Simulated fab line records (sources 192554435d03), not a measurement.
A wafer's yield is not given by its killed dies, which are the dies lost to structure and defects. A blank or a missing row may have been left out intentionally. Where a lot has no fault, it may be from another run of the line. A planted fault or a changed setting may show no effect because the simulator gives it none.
Which tool did it? -- flow n5Finfet -- 9 lots with 27 wafers sampled at 6 steps, on a route of 1938 steps

== WHAT THE GAUGES READ, wafer by wafer ==
N5_BEOL_M4_CD_MEAS_18: pitch 36 nm, target cd 18 nm.
lot,measured,on,cdNm (nm)
L660,day 8 10:03,cdSem-01,18.4 18.2 17.9
L661,day 8 14:14,cdSem-02,18.3 18.0 18.2
L665,day 9 16:58,cdSem-02,17.9 18.2 18.4
L669,day 10 08:10,cdSem-02,18.0 18.2 17.9
L670,day 10 21:04,cdSem-02,17.6 17.9 17.8
L672,day 11 23:54,cdSem-02,18.2 18.7 18.2
L673,day 12 05:28,cdSem-02,18.4 18.0 17.8
L677,day 13 08:24,cdSem-01,18.6 18.5 18.7
L679,day 13 22:45,cdSem-03,18.5 18.5 18.5

N5_BEOL_M4_OCD_MEAS_38.
lot,measured,on,trenchDepthNm (nm)
L660,day 8 15:37,ocd-02,54.1 55.0 54.8
L661,day 8 18:51,ocd-02,58.4 56.9 54.5
L665,day 9 20:22,ocd-02,56.1 54.9 55.1
L669,day 10 19:32,ocd-02,0 0 0.2
L670,day 11 14:38,ocd-01,0 0 0.8
L672,day 12 06:36,ocd-02,0.1 0 0.4
L673,day 12 13:20,ocd-01,54.9 55.4 55.6
L677,day 13 13:55,ocd-01,55.1 54.6 54.9
L679,day 14 01:13,ocd-01,56.1 54.2 54.1

N5_BEOL_M4_RC_MEAS_101.
lot,measured,on,DIBL_N (mV/V),DIBL_P (mV/V),IOFF_N (nA/um),IOFF_P (nA/um),ION_N (uA/um),ION_P (uA/um),SS_N (mV/dec),SS_P (mV/dec),VT_N (mV),VT_P (mV)
L660,day 8 19:38,prober-01,37.7 32.4 36.1,39.0 32.8 37.3,0.21 0.11 0.18,0.24 0.15 0.21,684 666 682,467 458 465,72.2 70.6 71.9,74.0 72.1 73.8,244.9 253.1 246.9,-249 -256 -250
L661,day 8 22:56,prober-02,38.7 35.8 34.1,40.6 36.7 33.8,0.22 0.14 0.12,0.26 0.18 0.15,701 676 667,473 455 454,72.0 71.4 71.0,74.6 73.2 72.5,242.9 251.4 251.3,-248 -256 -256
L665,day 10 00:10,prober-01,38.2 38.0 37.1,39.4 37.8 36.8,0.22 0.20 0.18,0.31 0.29 0.26,697 686 680,481 479 466,72.4 72.1 72.2,74.2 73.6 73.5,245.5 245.1 246.5,-244 -243 -247
L673,day 12 17:54,prober-02,38.3 40.4 36.9,39.1 40.5 39.4,0.20 0.23 0.18,0.21 0.25 0.22,682 686 683,458 463 467,72.4 72.7 71.5,73.3 74.5 73.8,247.9 246.6 246.6,-251 -248 -250
L677,day 13 19:06,prober-02,37.3 38.2 41.6,37.1 37.8 41.5,0.17 0.20 0.29,0.22 0.24 0.31,703 677 701,478 462 477,72.3 71.6 72.4,73.7 74.4 75.2,246.6 245.7 241.5,-249 -250 -244
L679,day 14 06:01,prober-01,38.4 37.4 37.3,37.9 36.2 35.7,0.20 0.18 0.17,0.24 0.22 0.21,695 678 666,469 461 461,72.2 72.0 71.5,74.3 73.4 73.1,243.4 247.8 249.1,-249 -251 -252

== TOOL THAT RAN EACH LOT (tool first, then ch and the chambers of the sampled wafers, then the start) ==
lot,N5_BEOL_M4_TRENCH_ETCH_37,N5_BEOL_M4_STRIP_97,N5_BEOL_M4_ALD_84
L660,"rieDiel-03 ch 1,2,3, day 8 15:27","rieDiel-03 ch 1,2,3, day 8 15:37 or earlier","aldMetal-03 ch 1,2, day 8 16:00"
L661,"rieDiel-05 ch 0,1,2, day 8 18:42","rieDiel-05 ch 0,1,2, day 8 18:51 or earlier","aldMetal-01 ch 2,3, day 8 19:27"
L665,"rieDiel-01 ch 1,2,3, day 9 20:13","rieDiel-01 ch 1,2,3, day 9 20:22 or earlier","aldMetal-03 ch 1,3, day 9 20:40"
L669,"rieDiel-03 ch 0,1, day 10 19:22","rieDiel-03 ch 0,1, day 10 19:32 or earlier","aldMetal-03 ch 0,1,2, day 10 20:23"
L670,"rieDiel-01 ch 0,3, day 11 14:28","rieDiel-01 ch 0,3, day 11 14:38 or earlier","aldMetal-01 ch 1,2,3, day 11 15:04"
L672,"rieDiel-01 ch 0,1,3, day 12 06:26","rieDiel-01 ch 0,1,3, day 12 06:36 or earlier","aldMetal-03 ch 0,1, day 12 07:05"
L673,"rieDiel-03 ch 1,2,3, day 12 13:11","rieDiel-03 ch 1,2,3, day 12 13:20 or earlier","aldMetal-03 ch 0,1,2, day 12 13:53"
L677,"rieDiel-03 ch 0,1,2, day 13 13:46","rieDiel-03 ch 0,1,2, day 13 13:55 or earlier","aldMetal-04 ch 0,1,3, day 13 15:41"
L679,"rieDiel-03 ch 1,2,3, day 14 01:04","rieDiel-03 ch 1,2,3, day 14 01:13 or earlier","aldMetal-04 ch 0,1,2, day 14 02:02"
- N5_BEOL_M4_TRENCH_ETCH_37: etches SiOC in C4F6/O2, target depth 55.555 nm, time 29.2 s.
- N5_BEOL_M4_STRIP_97: strips in N2/H2, time 10 s.
- N5_BEOL_M4_ALD_84: deposits TaN, pulse time 2 s, purge time 3 s, co reactant purge time 2 s.

== AS READ BY THE TOOLS THEMSELVES (means over the sampled wafers that have a number; for cases with no such wafer, the mark the record gives instead) ==
N5_BEOL_M4_TRENCH_ETCH_37.
lot,tool,C4F6_flow_sccm (sccm),O2_flow_sccm (sccm),drypumpMotorCurrentA (A),oesProductAu (a.u.),rfVppV (V),showerheadPlenumPTorr (Torr),throttleValvePct (%)
L660,rieDiel-03,10.009,10.017,5.6,0.75,663,2.82,21.15
L661,rieDiel-05,10.032,9.968,5.8,0.85,654,2.85,20.94
L665,rieDiel-01,9.991,10.015,5.2,0.75,675,2.93,20.96
L669,rieDiel-03,-,-,-,-,-,-,-
L670,rieDiel-01,-,-,-,-,-,-,-
L672,rieDiel-01,-,-,-,-,-,-,-
L673,rieDiel-03,9.971,9.984,5.6,0.81,666,2.92,21.10
L677,rieDiel-03,10.003,10.030,5.4,0.73,672,2.88,21.06
L679,rieDiel-03,10.027,9.987,5.6,0.80,667,2.92,21.10

N5_BEOL_M4_STRIP_97.
lot,tool,biasPowerW (W),drypumpMotorCurrentA (A),oesProductAu (a.u.),rfVppV (V),showerheadPlenumPTorr (Torr),throttleValvePct (%)
L660,rieDiel-03,7.002,5.6,0.75,59.7,2.51,23.88
L661,rieDiel-05,6.998,5.8,0.85,58.3,2.55,23.83
L665,rieDiel-01,7.017,5.2,0.75,59.0,2.60,23.59
L669,rieDiel-03,7.009,5.4,0.76,59.0,2.59,23.89
L670,rieDiel-01,7.009,6.1,0.76,59.8,2.59,23.67
L672,rieDiel-01,6.986,5.6,0.77,59.5,2.59,23.64
L673,rieDiel-03,7.020,5.6,0.81,58.8,2.60,23.84
L677,rieDiel-03,6.981,5.4,0.73,59.9,2.57,23.91
L679,rieDiel-03,7.006,5.6,0.80,59.8,2.59,23.85

N5_BEOL_M4_ALD_84.
lot,tool,heaterPowerW (W)
L660,aldMetal-03,382
L661,aldMetal-01,433
L665,aldMetal-03,403
L669,aldMetal-03,393
L670,aldMetal-01,427
L672,aldMetal-03,383
L673,aldMetal-03,392
L677,aldMetal-04,404
L679,aldMetal-04,445

== THE ANSWER, worked out from the rows above alone ==
Rule: the lots themselves supply what counts as usual. The widest of any qualifying gaps counts: lots, ordered by their means at a reading, are off when they make up no more than a third of the lots, leave a main group of 4 or more, and stand apart from it by 3 or more times the standard deviation of that group's means. The tables above print the reading to a certain number of digits; a main group whose means all agree to those digits is not used. A lot without any number at a reading at which 4 lots or more have one is off too. The other lots that the step has rows for count as sound. Order of review: gauges by route order, followed by the tools' own readings, for which a lot's mean as printed above is used. The first step at which some lot is off is used, and at that step the reading that is off furthest; a lot without a number counts as furthest.
Off: L669, L670, L672 (N5_BEOL_M4_OCD_MEAS_38, trenchDepthNm). The main group has a mean of 55.3 nm with a standard deviation of 0.65.
A tool fits if, at a process step before that reading, it ran every lot that is off, and no sound lot after the first of them. Not tried: the gauges at N5_BEOL_M4_OCD_MEAS_38; whatever is off there is also off at N5_BEOL_M4_TRENCH_ETCH_37, on other tools, and gauge error can't account for it. N5_BEOL_M4_STRIP_97: start missing for some lots; hours and lot order therefore follow N5_BEOL_M4_OCD_MEAS_38. Of those tried, none fits.

== WHAT THE SIMULATOR HAD INSERTED ==
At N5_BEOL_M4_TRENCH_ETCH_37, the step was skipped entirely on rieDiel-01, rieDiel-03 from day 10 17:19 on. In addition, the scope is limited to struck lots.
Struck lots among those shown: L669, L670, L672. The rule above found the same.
